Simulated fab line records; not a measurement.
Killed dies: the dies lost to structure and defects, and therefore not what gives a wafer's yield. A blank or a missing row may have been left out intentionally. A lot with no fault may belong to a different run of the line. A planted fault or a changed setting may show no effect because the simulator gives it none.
Struck lot and sound lot, side by side / flow nand-harc / 13 out of 1159 route steps
Sound: the wafers L759.1, L759.4, L759.5. Struck: wafers L754.2, L754.4, L754.6. The cause comes at the end.
Each step with rows lists, per side, the tool, then ch with its chambers, then its first start. Under that, the readings that differ: sound wafers / struck wafers / difference of the means / sigmas: that difference in standard deviations of wafers without a fault.
alike: words and numbers the same on both sides, and readings whose means are apart by under 2 such deviations; not compared: readings that were withheld, readings missing a value for some wafer, numbers with overlapping values and no deviation given by the record, and bounds like >300 which may hide the same value.
A row with sigmas, a row that says differs or no value, or rows on one side alone: a step with any of these is where the two part. Numbers that have no deviation but don't overlap get no sigmas and don't part them. A reading missing from all wafers of one side parts the sides only when that side holds two or more wafers.

NHARC_A_STAIRCASE_ETCH_203: etches the open film in C4F8/O2, target depth 100 nm, time 40.5 s.
  sound on rie-diel-11 ch 0,1,2; struck on rie-diel-05 ch 1,3
  alike: oes-product-au, rf-vpp-V
  not compared: rf-hours-counter-h
NHARC_A_STAIRCASE_STRIP_205: strips in O2.
  sound on plasma-asher-02 ch 0,1, day 15 01:30; struck on plasma-asher-02 ch 0,1, day 13 00:35
  alike: drypump-motor-current-A, heater-power-w
  not compared: rf-hours-counter-h
then, 9 steps without rows for these wafers: NHARC_A_STAIRCASE_STRIP_206 (strips in SPM, time 900 s); NHARC_A_STAIRCASE_PRECLEAN_207 (cleans in SC1); NHARC_A_STAIRCASE_SRD_208; NHARC_A_STAIRCASE_DEHYDRATE_209 (time 120 s); NHARC_A_STAIRCASE_HMDS_210 (time 30 s); NHARC_A_STAIRCASE_COAT_211; NHARC_A_STAIRCASE_SOFTBAKE_212 (time 170 s); NHARC_A_STAIRCASE_EBR_213; NHARC_A_STAIRCASE_EXPOSE_214 (exposes mask STAIR 3).
NHARC_A_STAIRCASE_PEB_215: peb time 130 s.
  sound on litho-track-02 ch 0, day 15 02:35; struck on litho-track-05, day 13 01:40
  no value came back on the struck wafers for chill-plate-temp-C (C), exhaust-pa (Pa); on the sound wafers chill-plate-temp-C (C) reads 23.07 22.86 23.05
then, 1 step without rows for these wafers: NHARC_A_STAIRCASE_DEVELOP_216 (time 140 s).

== WHERE THEY PART ==
At NHARC_A_STAIRCASE_PEB_215 and nowhere else, as far as this record goes.

WHY: whatever the simulator had introduced
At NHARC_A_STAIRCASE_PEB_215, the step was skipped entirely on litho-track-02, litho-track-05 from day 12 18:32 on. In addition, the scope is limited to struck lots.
